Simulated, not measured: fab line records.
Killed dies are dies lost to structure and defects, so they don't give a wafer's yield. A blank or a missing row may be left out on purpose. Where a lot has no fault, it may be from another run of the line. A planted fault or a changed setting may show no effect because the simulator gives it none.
fab line records ; flow nand-harc
record lots=14; wafers=42; last-day=25
route steps=1159 shown A_CHANNEL_HOLE_D1@450 THIN_TSV@1120 END@1159
lots with no fault: from the same line, run without faults
start-h: the number of hours between the record's first day and the start of the first shown wafer of the lot ; wait-h: hours from the lot's prior step to this one ; " as in the row above ; L1.1+2: several wafers, shown together as one row ; - no value, or no start given ; * or withheld: withheld ; < > ~ a bound
route shown NAME@n: NAME is a module with steps in the file, n the number in the route of the first one ; usual: mean/standard deviation taken from wafers without a fault ; same: alike in all rows ; chamber/n: place in a boat ; sites: each site's reading ; _std_site: how widely they spread, as a standard deviation ; _edge_site: the outer-site mean with the inner-site mean subtracted ; radius-mm: for every site, how far away it sits from the centre of the wafer ; mask NAME#n: copy n ; behind: tool/chamber where the wafer was last shaped ; hold: cause of the lot's hold/its duration in hours/its outcome ; device: transistor that didn't switch, given as n, p or np ; end of line: the route-end tests of the same wafers ; where a step has no rows: the recipe by itself ; killed: the dies lost at the first sort to structure and to defects; this is not the yield of the wafer ; map: shows each die of a wafer: x if killed, . if not, _ if none is there
set.NAME: the setting the step ran with; set.NAME@STEP: the setting that earlier step ran with ; model.NAME: the simulator's own value behind a step, which no gauge read
steps of the route over a sample of lots; a table a step, a row a wafer
services: the hour from which a tool's chamber was out of use, counted from the record's first day as start-h (under 0 if before that day), plus the number of hours and why
## steps
# step NHARC_A_CHANNEL_HOLE_D1_DEP_00
# recipe target-thk-a=31000; temp-c=400; material=aC
# usual throttle-valve-pct=34.998/0.0098
lot.wafer;tool;chamber;start-h;wait-h;throttle-valve-pct
L497.1;acl-dep-01;0;185.87;1.6;35.005
L497.3;acl-dep-01;0;185.87;1.6;34.982
L497.4;acl-dep-01;0;185.87;1.6;35.000
L498.1;acl-dep-03;0;187.87;0.1;35.002
L498.3;acl-dep-03;0;187.87;0.1;35.027
L498.6;acl-dep-03;0;187.87;0.1;34.993
L501.1;acl-dep-02;0;195.50;0.1;34.998
L501.4;acl-dep-02;0;195.50;0.1;34.992
L501.5;acl-dep-02;0;195.50;0.1;34.997
L502.2;acl-dep-01;0;196.30;0.8;35.000
L502.5;acl-dep-01;0;196.30;0.8;35.012
L502.6;acl-dep-01;0;196.30;0.8;35.000
L504.1;acl-dep-03;0;217.04;0.4;34.988
L504.2;acl-dep-03;0;217.04;0.4;34.992
L504.6;acl-dep-03;0;218.62;2.0;34.993
L503.2;acl-dep-01;0;218.58;1.7;34.994
L503.5;acl-dep-01;0;218.58;1.7;35.005
L503.6;acl-dep-01;0;218.58;1.7;34.999
L505.3;acl-dep-01;0;236.16;1.6;34.996
L505.4;acl-dep-01;0;236.16;1.6;35.002
L505.5;acl-dep-01;0;236.16;1.6;34.994
L507.2;acl-dep-01;0;237.74;3.0;34.996
L507.3;acl-dep-01;0;237.74;3.0;35.011
L507.4;acl-dep-01;0;237.74;3.0;35.007
L509.2;acl-dep-01;0;262.37;0.4;34.997
L509.3;acl-dep-01;0;262.37;0.4;34.991
L509.4;acl-dep-01;0;262.37;0.4;34.993
L508.3;acl-dep-03;0;262.69;0.7;34.990
L508.4;acl-dep-03;0;262.69;0.7;35.002
L508.6;acl-dep-03;0;262.69;0.7;34.996
L515.2;acl-dep-02;0;286.26;2.0;34.998
L515.4;acl-dep-02;0;286.26;2.0;35.003
L515.5;acl-dep-02;0;286.26;2.0;34.985
L516.1;acl-dep-03;0;293.75;0.1;34.991
L516.3;acl-dep-03;0;293.75;0.1;34.986
L516.5;acl-dep-03;0;293.75;0.1;34.987
L518.1;acl-dep-02;0;297.84;0.1;34.992
L518.3;acl-dep-02;0;297.84;0.1;34.994
L518.5;acl-dep-02;0;297.84;0.1;34.995
L519.2;acl-dep-02;0;303.58;2.1;34.981
L519.3;acl-dep-02;0;303.58;2.1;35.003
L519.4;acl-dep-02;0;303.58;2.1;35.001
# step NHARC_THIN_TSV_ETCH_15
# recipe target-depth-a=30000; bosch-target-overetch-cycles=2; bosch-etch-step-s=2.8; bosch-dep-step-s=1.2; bosch-cycles=14
# usual drypump-motor-current-A=6.1/0.37; he-backside-leak-sccm=2.65/0.23
lot.wafer;tool;chamber;start-h;wait-h;drypump-motor-current-A;he-backside-leak-sccm;rf-hours-counter-h
L497.4;rie-si-05;1;432.41;-;5.7;2.24;0.1
L497.3;rie-si-05;3;432.41;-;5.8;2.83;0.1
L497.1;rie-si-05;0;432.41;-;6.3;2.46;0.1
L498.3;rie-si-05;1;437.35;-;5.7;2.25;0.2
L498.1;rie-si-05;2;437.35;-;6.6;2.92;0.2
L498.6;rie-si-05;1;437.35;-;5.7;2.45;-
L501.4;rie-si-04;1;438.77;-;6.3;2.37;1.5
L501.1;rie-si-04;3;438.77;-;6.3;2.51;1.6
L501.5;rie-si-04;1;438.77;-;6.3;2.44;-
L502.2;rie-si-06;3;455.12;-;6.1;2.93;0.6
L502.6;rie-si-06;2;455.12;-;6.3;2.65;-
L502.5;rie-si-06;3;455.12;-;6.1;2.87;-
L504.2;rie-si-04;2;473.65;-;6.2;2.69;0.1
L504.1;rie-si-04;3;473.65;-;6.2;2.70;0.1
L504.6;rie-si-04;3;473.65;-;6.2;2.76;-
L503.2;rie-si-06;2;475.00;-;6.3;2.73;0.7
L503.5;rie-si-06;3;475.00;-;6.1;2.85;-
L503.6;rie-si-06;0;475.00;-;6.6;2.57;-
L508.3;rie-si-04;1;510.65;-;6.3;2.43;0.4
L508.4;rie-si-04;1;510.65;-;6.3;2.39;-
L508.6;rie-si-04;3;510.65;-;6.2;2.57;-
L516.3;rie-si-06;3;558.19;-;6.1;2.88;0.1
L516.1;rie-si-06;2;558.19;-;6.3;2.72;0.1
L516.5;rie-si-06;3;558.19;-;6.1;2.88;-
L518.1;rie-si-05;0;560.89;-;6.3;2.40;1.1
L518.3;rie-si-05;3;560.89;-;5.7;2.86;0.9
L518.5;rie-si-05;1;560.89;-;5.7;2.36;-
L515.2;rie-si-05;1;565.81;-;5.7;2.36;1.4
L515.5;rie-si-05;3;565.81;-;5.8;3.01;-
L515.4;rie-si-05;1;565.81;-;5.7;2.35;-
L519.4;rie-si-06;1;566.78;-;5.7;2.45;0.1
L519.3;rie-si-06;2;566.78;-;6.3;2.75;0.2
L519.2;rie-si-06;3;566.78;-;6.1;2.91;0.2
# step NHARC_THIN_TSV_PVD_19
# recipe target-thk-a=200; chamber-pressure-pa=5; material=TaN
# usual throttle-valve-pct=30.3/1
lot.wafer;tool;chamber;start-h;wait-h;throttle-valve-pct
L497.1;pvd-sputter-03;-;-;-;30.6
L497.3;pvd-sputter-03;-;-;-;31.8
L497.4;pvd-sputter-03;-;-;-;30.6
L498.1;pvd-sputter-02;-;-;-;29.7
L498.3;pvd-sputter-02;-;-;-;29.4
L498.6;pvd-sputter-02;-;-;-;28.4
L501.4;pvd-sputter-01;-;-;-;29.5
L501.1;pvd-sputter-01;-;-;-;31.3
L501.5;pvd-sputter-01;-;-;-;30.8
L502.2;pvd-sputter-02;-;-;-;29.9
L502.5;pvd-sputter-02;-;-;-;29.7
L502.6;pvd-sputter-02;-;-;-;28.3
L504.2;pvd-sputter-03;-;-;-;30.5
L504.1;pvd-sputter-03;-;-;-;31.8
L504.6;pvd-sputter-03;-;-;-;30.1
L503.2;pvd-sputter-02;-;-;-;29.9
L503.6;pvd-sputter-02;-;-;-;32.0
L503.5;pvd-sputter-02;-;-;-;29.4
L508.4;pvd-sputter-03;-;-;-;31.0
L508.3;pvd-sputter-03;-;-;-;30.7
L508.6;pvd-sputter-03;-;-;-;31.1
L516.1;pvd-sputter-03;-;-;-;31.7
L516.3;pvd-sputter-03;-;-;-;31.2
L516.5;pvd-sputter-03;-;-;-;30.2
L518.3;pvd-sputter-03;-;-;-;31.5
L518.1;pvd-sputter-03;-;-;-;30.5
L518.5;pvd-sputter-03;-;-;-;31.1
L515.4;pvd-sputter-03;-;-;-;30.8
L515.2;pvd-sputter-03;-;-;-;30.9
L515.5;pvd-sputter-03;-;-;-;30.9
L519.4;pvd-sputter-03;-;-;-;31.1
L519.2;pvd-sputter-03;-;-;-;30.6
L519.3;pvd-sputter-03;-;-;-;31.6
# step NHARC_THIN_TSV_CMP_21
# recipe t-overpolish-s=30; target-thk-nm=2000
# usual motor-current-A=11.9/1.5; overpolish-run-s=30.002/0.009
lot.wafer;tool;chamber;start-h;wait-h;motor-current-A;overpolish-run-s
L497.3;cmp-01;2;435.97;-;11.6;29.986
L497.4;cmp-01;3;435.97;-;13.6;30.003
L497.1;cmp-01;1;435.97;-;10.0;30.005
L498.3;cmp-03;1;441.01;-;12.4;30.002
L498.1;cmp-03;2;441.01;-;14.9;30.004
L498.6;cmp-03;1;441.01;-;12.4;30.021
L501.1;cmp-01;3;442.47;-;13.4;30.000
L501.4;cmp-01;2;442.47;-;11.6;30.011
L501.5;cmp-01;0;442.47;-;13.2;30.001
L502.2;cmp-02;0;458.68;-;8.9;30.004
L502.6;cmp-02;1;458.68;-;11.8;30.001
L502.5;cmp-02;2;458.68;-;12.3;30.003
L504.1;cmp-02;1;477.27;-;10.9;30.003
L504.2;cmp-02;0;477.27;-;9.5;30.008
L504.6;cmp-02;2;477.27;-;12.5;30.009
L503.2;cmp-02;0;478.83;-;9.4;30.018
L503.5;cmp-02;3;478.83;-;12.0;30.002
L503.6;cmp-02;0;478.83;-;9.2;29.990
L508.4;cmp-03;2;514.15;-;14.6;29.993
L508.3;cmp-03;1;514.15;-;12.5;29.983
L508.6;cmp-03;2;514.15;-;14.9;30.015
L516.1;cmp-01;3;561.89;-;12.9;30.006
L516.3;cmp-01;0;561.89;-;13.7;30.003
L516.5;cmp-01;2;561.89;-;12.1;29.997
L518.1;cmp-02;3;564.50;-;11.8;30.006
L518.3;cmp-02;1;564.50;-;11.7;29.993
L518.5;cmp-02;3;564.50;-;12.3;29.995
L515.2;cmp-03;3;569.56;-;10.1;29.999
L515.4;cmp-03;0;569.56;-;12.7;29.995
L515.5;cmp-03;3;569.56;-;10.1;30.001
L519.3;cmp-03;3;570.83;-;10.2;30.009
L519.4;cmp-03;0;570.83;-;13.3;30.000
L519.2;cmp-03;2;570.83;-;14.4;30.006
# step NHARC_END_SORT_01
# recipe temp-c=25
# usual killed-at-array=28/11; killed-at-other=0.7/0.88; killed-at-periphery=3.1/2.2; killed-dies=31/12; killed-open=3.3/2; killed-short=2.0/1.6
# same gross-dies=677
lot.wafer;tool;chamber;start-h;wait-h;killed-at-array;killed-at-other;killed-at-periphery;killed-dies;killed-open;killed-short
L501.1;prober-01;0;466.92;2.5;16;1;4;21;5;1
L501.4;prober-01;0;469.28;3.4;18;0;4;22;5;2
L501.5;prober-01;0;470.07;3.6;24;0;3;27;3;1
L503.2;prober-01;0;488.48;2.8;33;0;5;38;4;4
L503.5;prober-01;0;490.88;3.7;32;1;3;36;5;1
L503.6;prober-01;0;491.68;4.0;28;0;2;30;1;1
L505.3;prober-02;0;500.25;3.1;674;1;2;677;2;6
L505.4;prober-02;0;501.05;3.4;674;2;1;677;2;6
L505.5;prober-02;0;501.85;3.7;676;1;0;677;1;0
L507.2;prober-01;0;502.72;2.8;674;0;3;677;3;3
L507.3;prober-01;0;503.52;3.1;672;1;4;677;1;2
L507.4;prober-01;0;504.32;3.4;672;1;4;677;5;3
L509.2;prober-01;0;518.38;2.8;675;1;1;677;1;2
L509.3;prober-01;0;519.17;3.1;671;0;6;677;5;2
L509.4;prober-01;0;519.95;3.4;675;0;2;677;0;4
L508.3;prober-02;0;526.08;3.1;33;1;5;39;1;6
L508.4;prober-02;0;526.88;3.4;37;0;1;38;4;0
L508.6;prober-02;0;528.48;4.0;41;0;3;44;6;4
L518.1;prober-01;0;577.98;2.5;34;0;7;41;3;3
L518.3;prober-01;0;579.57;3.1;38;0;10;48;6;1
L518.5;prober-01;0;581.17;3.7;37;0;6;43;6;2
# killed by level:class
L501.1 A_SLIT:chamber-film-flake=8 P_GATE:chamber-film-flake=2 A_CHANNEL_HOLE_D1:chamber-film-flake=2 P_STI:geometric-particle:open=1 P_CONTACT:geometric-particle:short=1 A_ONON_D1:geometric-particle:open=1 A_SGD_CUT:geometric-particle:open=1 A_CONTACT:geometric-particle:open=1
L501.4 A_SLIT:chamber-film-flake=8 A_CHANNEL_HOLE_D1:chamber-film-flake=3 P_GATE:geometric-particle:open=1 P_M2:geometric-particle:open=1 A_ONON_D1:geometric-particle:open=1 A_CHANNEL_HOLE_D1:geometric-particle:short=1 A_SGD_CUT:geometric-particle:open=1 A_SGD_CUT:geometric-particle:short=1
L501.5 A_SLIT:chamber-film-flake=13 A_STAIRCASE:chamber-film-flake=4 P_ZERO_WELL:chamber-film-flake=2 A_CHANNEL_HOLE_D1:chamber-film-flake=2 A_CHANNEL_FILL_D1:geometric-particle:short=1 A_CHANNEL_FILL_D1:geometric-particle:open=1 A_BLC:geometric-particle:open=1 A_M0:geometric-particle:open=1
L503.2 A_CHANNEL_HOLE_D1:chamber-film-flake=11 A_SLIT:chamber-film-flake=11 A_CONTACT:chamber-film-flake=3 A_CHANNEL_FILL_D1:geometric-particle:open=2 P_GATE:chamber-film-flake=2 P_GATE:geometric-particle:short=1 P_M1:geometric-particle:short=1 A_ONON_D1:geometric-particle:short=1
L503.5 A_CHANNEL_HOLE_D1:chamber-film-flake=11 A_SLIT:chamber-film-flake=11 A_CONTACT:chamber-film-flake=4 A_CONTACT:geometric-particle:open=2 P_M2:chamber-film-flake=2 P_M0:geometric-particle:open=1 A_ONON_D1:geometric-particle:short=1 A_WL_FILL:geometric-particle:open=1
L503.6 A_CHANNEL_HOLE_D1:chamber-film-flake=12 A_SLIT:chamber-film-flake=6 A_STAIRCASE:chamber-film-flake=4 A_CONTACT:chamber-film-flake=3 A_CHANNEL_FILL_D1:geometric-particle:short=1 A_CONTACT:geometric-particle:open=1 P_GATE:chamber-film-flake=1 P_M2:chamber-film-flake=1
L505.3 A_CHANNEL_HOLE_D1:area-dep=654 A_STAIRCASE:chamber-film-flake=5 A_ZERO_WELL:chamber-film-flake=3 A_CHANNEL_HOLE_D1:chamber-film-flake=3 P_GATE:geometric-particle:short=1 P_M0:geometric-particle:open=1 A_SOURCE_PLATE:geometric-particle:short=1 A_SGD_CUT:geometric-particle:short=1
L505.4 A_CHANNEL_HOLE_D1:area-dep=660 A_ZERO_WELL:chamber-film-flake=3 A_CHANNEL_HOLE_D1:chamber-film-flake=3 A_CHANNEL_FILL_D1:geometric-particle:short=2 A_ONON_D1:geometric-particle:short=1 A_WL_FILL:geometric-particle:short=1 A_WL_FILL:geometric-particle:open=1 A_M0:geometric-particle:open=1
L505.5 A_CHANNEL_HOLE_D1:area-dep=662 A_STAIRCASE:chamber-film-flake=5 A_ZERO_WELL:chamber-film-flake=4 A_CHANNEL_FILL_D1:chamber-film-flake=2 A_CHANNEL_FILL_D1:geometric-particle:open=1 A_CHANNEL_HOLE_D1:chamber-film-flake=1 A_CONTACT:chamber-film-flake=1 THIN_TSV:chamber-film-flake=1
L507.2 A_CHANNEL_HOLE_D1:area-dep=647 A_SLIT:chamber-film-flake=12 A_WL_FILL:chamber-film-flake=4 A_CHANNEL_HOLE_D1:chamber-film-flake=3 A_STAIRCASE:chamber-film-flake=3 P_STI:geometric-particle:short=1 P_CONTACT:geometric-particle:open=1 A_CHANNEL_FILL_D1:geometric-particle:short=1
L507.3 A_CHANNEL_HOLE_D1:area-dep=647 A_SLIT:chamber-film-flake=9 P_ZERO_WELL:chamber-film-flake=4 A_STAIRCASE:chamber-film-flake=4 A_CHANNEL_HOLE_D1:chamber-film-flake=4 A_CONTACT:chamber-film-flake=4 A_CHANNEL_FILL_D1:geometric-particle:open=1 A_CHANNEL_FILL_D1:geometric-particle:short=1
L507.4 A_CHANNEL_HOLE_D1:area-dep=649 A_SLIT:chamber-film-flake=7 A_STAIRCASE:chamber-film-flake=5 P_ZERO_WELL:chamber-film-flake=2 A_CHANNEL_FILL_D1:chamber-film-flake=2 A_CONTACT:chamber-film-flake=2 P_CONTACT:geometric-particle:open=1 P_M2:geometric-particle:short=1
L509.2 A_CHANNEL_HOLE_D1:area-dep=647 A_SLIT:chamber-film-flake=8 A_STAIRCASE:chamber-film-flake=7 A_CHANNEL_HOLE_D1:chamber-film-flake=5 A_CONTACT:chamber-film-flake=3 A_CHANNEL_FILL_D1:chamber-film-flake=2 A_WL_FILL:geometric-particle:short=1 A_M0:geometric-particle:open=1
L509.3 A_CHANNEL_HOLE_D1:area-dep=642 A_SLIT:chamber-film-flake=11 P_STI:chamber-film-flake=5 A_STAIRCASE:chamber-film-flake=4 A_CHANNEL_HOLE_D1:chamber-film-flake=3 A_CONTACT:chamber-film-flake=3 P_M0:geometric-particle:short=1 A_ONON_D1:geometric-particle:open=1
L509.4 A_CHANNEL_HOLE_D1:area-dep=651 A_SLIT:chamber-film-flake=9 A_CHANNEL_HOLE_D1:chamber-film-flake=8 A_ONON_D1:geometric-particle:short=3 P_STI:chamber-film-flake=2 A_M1:chamber-film-flake=2 A_CHANNEL_HOLE_D1:geometric-particle:short=1 A_CHANNEL_FILL_D1:chamber-film-flake=1
L508.3 A_SLIT:chamber-film-flake=12 A_CHANNEL_HOLE_D1:chamber-film-flake=6 A_STAIRCASE:chamber-film-flake=4 A_CONTACT:chamber-film-flake=4 P_CONTACT:geometric-particle:short=2 P_ZERO_WELL:chamber-film-flake=2 P_STI:geometric-particle:short=1 A_CHANNEL_FILL_D1:geometric-particle:short=1
L508.4 A_CHANNEL_HOLE_D1:chamber-film-flake=12 A_SLIT:chamber-film-flake=9 A_STAIRCASE:chamber-film-flake=4 A_CONTACT:chamber-film-flake=3 A_ZERO_WELL:chamber-film-flake=3 A_SGD_CUT:chamber-film-flake=2 P_M0:geometric-particle:open=1 A_CHANNEL_FILL_D1:geometric-particle:open=1
L508.6 A_CHANNEL_HOLE_D1:chamber-film-flake=15 A_SLIT:chamber-film-flake=7 A_STAIRCASE:chamber-film-flake=5 A_M1:geometric-particle:open=3 A_CONTACT:chamber-film-flake=2 A_ONON_D1:geometric-particle:short=1 A_CHANNEL_HOLE_D1:geometric-particle:short=1 A_CHANNEL_FILL_D1:geometric-particle:open=1
L518.1 A_SLIT:chamber-film-flake=12 A_CHANNEL_HOLE_D1:chamber-film-flake=9 A_CONTACT:chamber-film-flake=7 P_STI:chamber-film-flake=4 A_STAIRCASE:chamber-film-flake=3 P_GATE:geometric-particle:open=2 A_SGD_CUT:geometric-particle:short=2 P_M0:geometric-particle:open=1
L518.3 A_SLIT:chamber-film-flake=14 A_CHANNEL_HOLE_D1:chamber-film-flake=8 A_CONTACT:chamber-film-flake=7 P_STI:chamber-film-flake=4 P_GATE:chamber-film-flake=4 A_WL_FILL:geometric-particle:open=2 A_STAIRCASE:chamber-film-flake=2 P_M1:geometric-particle:open=1
L518.5 A_SLIT:chamber-film-flake=14 A_CHANNEL_HOLE_D1:chamber-film-flake=9 A_CONTACT:chamber-film-flake=6 P_M0:geometric-particle:open=2 P_STI:chamber-film-flake=2 A_STAIRCASE:chamber-film-flake=2 P_CONTACT:geometric-particle:open=1 P_CONTACT:geometric-particle:short=1
## services
tool;chamber;start-h;hours;kind
acl-dep-02;-;168.88;13.0;pm
rie-si-06;-;183.00;9.0;pm
pvd-sputter-03;-;198.68;17.0;repair
acl-dep-03;-;225.83;13.0;pm
cmp-02;-;226.50;4.0;pm
acl-dep-02;-;230.68;1.3;repair
rie-si-05;-;239.00;9.0;pm
rie-si-06;-;250.46;0.2;repair
cmp-03;-;254.00;4.0;pm
cmp-02;-;255.43;1.2;repair
rie-si-06;1;278.40;9.0;repair
pvd-sputter-03;-;280.04;10.0;pm
acl-dep-01;-;294.03;13.0;pm
rie-si-05;-;294.47;1.9;repair
cmp-02;-;324.50;4.0;pm
cmp-03;-;346.13;5.1;repair
acl-dep-02;-;350.18;13.0;pm
cmp-03;-;352.00;4.0;pm
rie-si-06;-;360.00;9.0;pm
cmp-02;-;367.49;2.8;repair
pvd-sputter-03;-;392.28;1.3;repair
pvd-sputter-03;-;458.04;10.0;pm
acl-dep-01;-;475.03;13.0;pm
pvd-sputter-03;-;476.42;1.3;repair
## key
first-sign step=NHARC_END_SORT_01; reading=killed-at-array; direction=up; sigmas=57; usual=28; struck=674
effect step=NHARC_END_SORT_01; reading=killed-dies; direction=up; sigmas=54; usual=31; struck=677
more-kills-born-at NHARC_A_CHANNEL_HOLE_D1_DEP_00@acl-dep-01=5859
met-at NHARC_A_CHANNEL_HOLE_D1_DEP_00
struck-lots L505,L507,L509
struck-wafers L505.3,L505.4,L505.5,L507.2,L507.3,L507.4,L509.2,L509.3,L509.4
later-rows-left-out L505.3,L505.4,L505.5,L507.2,L507.3,L507.4,L509.2,L509.3,L509.4
tester-left-out L505,L507,L509
not-acting-at NHARC_THIN_TSV_ETCH_15,NHARC_THIN_TSV_PVD_19,NHARC_THIN_TSV_CMP_21
fault kind=process-parameter-drift; tool=acl-dep-01; chamber=0; onset-h=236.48; steps=NHARC_A_CHANNEL_HOLE_D1_DEP_00; channel=target-thk-a; offset=*; shape=step; end-h=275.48; acts-in=*; stated=*
# tester-left-out: of these lots the tester's yield and bins aren't shown, on N5 and GAA mostly nor the transistor test; their killed dies are dies lost to structure and defects alone, not to doping, threshold or leakage, so they don't give the yield
# later-rows-left-out: the simulator's readings of these wafers behind a module that went badly wrong aren't trusted and aren't shown, but for the sort
